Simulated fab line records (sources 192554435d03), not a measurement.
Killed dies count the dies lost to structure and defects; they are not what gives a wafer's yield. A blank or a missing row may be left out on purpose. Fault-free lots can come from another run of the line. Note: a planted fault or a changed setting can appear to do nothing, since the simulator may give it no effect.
Chamber matching | flow n5Finfet | rieDiel-04 running N5_BEOL_M7_STRIP_67: 4 sister chambers
The step strips in CF4. 4 wafers are shown with their chamber, then 12 later ones without.

== WAFERS, EACH WITH ITS CHAMBER ==
wafer  | chamber | drypumpMotorCurrentA (A)
L087.1 | 1       | 5.7
L087.4 | 2       | 4.7
L085.1 | 3       | 6.4
L085.6 | 0       | 5.3

== WAFERS WITHOUT THEIR CHAMBER ==
wafer  | drypumpMotorCurrentA (A)
L089.2 | 6.4
L089.3 | 5.7
L089.6 | 5.6
L094.2 | 5.3
L094.3 | 4.7
L094.5 | 5.3
L095.1 | 4.7
L095.2 | 5.3
L095.4 | 5.6
L097.1 | 5.6
L097.4 | 5.3
L097.5 | 4.8

== WHICH CHAMBER EACH WENT THROUGH ==
wafer  | from the rows above | in truth
L089.2 | 3                   | 3
L089.3 | 1                   | 1
L089.6 | 1                   | 1
L094.2 | 0                   | 0
L094.3 | 2                   | 2
L094.5 | 0                   | 0
L095.1 | 2                   | 2
L095.2 | 0                   | 0
L095.4 | 1                   | 1
L097.1 | 1                   | 1
L097.4 | 0                   | 0
L097.5 | 2                   | 2
Placed correctly: 12 of 12. Not placeable from these rows: 0. Placed wrongly: 0.
How it was worked out, from the rows above alone: a wafer's distance from a chamber is the root of the sum, over the readings, of the square of ((its reading less the chamber's mean) divided by the reading's scatter). The wafer belongs to the nearest chamber; if the next one is less than 2 further off, it can't be placed. The mean given for a chamber averages the wafers shown for that chamber. The scatter: with one shown wafer a chamber, the root of the mean of the squares of how far each hidden wafer lies from its nearest shown one.
